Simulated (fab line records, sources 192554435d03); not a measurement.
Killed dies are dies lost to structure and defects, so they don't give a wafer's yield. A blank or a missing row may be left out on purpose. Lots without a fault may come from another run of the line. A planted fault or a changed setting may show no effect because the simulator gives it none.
Which tool did it? | flow n5_finfet | 11 lots, 33 wafers sampled, at 2 steps of a route of 1938

WHAT THE GAUGES READ, wafer by wafer
N5_BEOL_M12_THK_MEAS_01.
lot  | measured     | on            | M12_ILD_THK (nm)
L313 | day 10 06:51 | film_metro-02 | 659 653 665
L314 | day 11 10:50 | film_metro-02 | 657 666 661
L317 | day 12 04:24 | film_metro-01 | 655 657 675
L318 | day 12 13:36 | film_metro-01 | 650 667 658
L322 | day 13 02:29 | film_metro-02 | 649 654 669
L323 | day 13 20:37 | film_metro-01 | 659 656 672
L324 | day 14 06:58 | film_metro-02 | 650 656 650
L331 | day 15 07:56 | film_metro-02 | 649 665 659
L333 | day 16 12:19 | film_metro-02 | 661 661 656
L336 | day 17 04:41 | film_metro-01 | 658 664 668
L335 | day 17 15:16 | film_metro-02 | 656 662 657

WHICH TOOL RAN EACH LOT (tool, then ch and the chambers of the sampled wafers, then the start)
lot  | N5_BEOL_M11_ALD_74
L313 | ald_metal-03 ch 0,1,3, day 10 03:01
L314 | ald_metal-04 ch 1,2,3, day 11 08:50
L317 | ald_metal-04 ch 0,1,3, day 12 01:25
L318 | ald_metal-04 ch 1,2,3, day 12 10:17
L322 | ald_metal-02 ch 0,2,3, day 13 00:49
L323 | ald_metal-03 ch 0,2,3, day 13 18:59
L324 | ald_metal-02 ch 0,1,3, day 14 05:08
L331 | ald_metal-02 ch 1,3, day 15 05:59
L333 | ald_metal-02 ch 0,1,2, day 16 10:35
L336 | ald_metal-02 ch 2,3, day 17 01:25
L335 | ald_metal-04 ch 1,2, day 17 12:23
- N5_BEOL_M11_ALD_74: deposits TaN, target thk 2 nm, pulse time 2 s, purge time 3 s.

THE ANSWER, worked out from the rows above alone
Rule: what is usual is taken from the lots themselves. Put in order of their means at a reading, lots are off if they are a third of the lots or fewer, leave a main group of 4 or more, and stand apart from it by a gap of 3 or more times the standard deviation of the main group's means; of several such gaps the widest counts. A main group whose means are all the same, to the digits that the tables above print for the reading, isn't used. A lot without any number at a reading at which 4 lots or more have one is off too. The other lots that the step has rows for count as sound.
No lot is off at any reading shown: from this, nothing can be told.

WHAT THE SIMULATOR HAD PUT IN
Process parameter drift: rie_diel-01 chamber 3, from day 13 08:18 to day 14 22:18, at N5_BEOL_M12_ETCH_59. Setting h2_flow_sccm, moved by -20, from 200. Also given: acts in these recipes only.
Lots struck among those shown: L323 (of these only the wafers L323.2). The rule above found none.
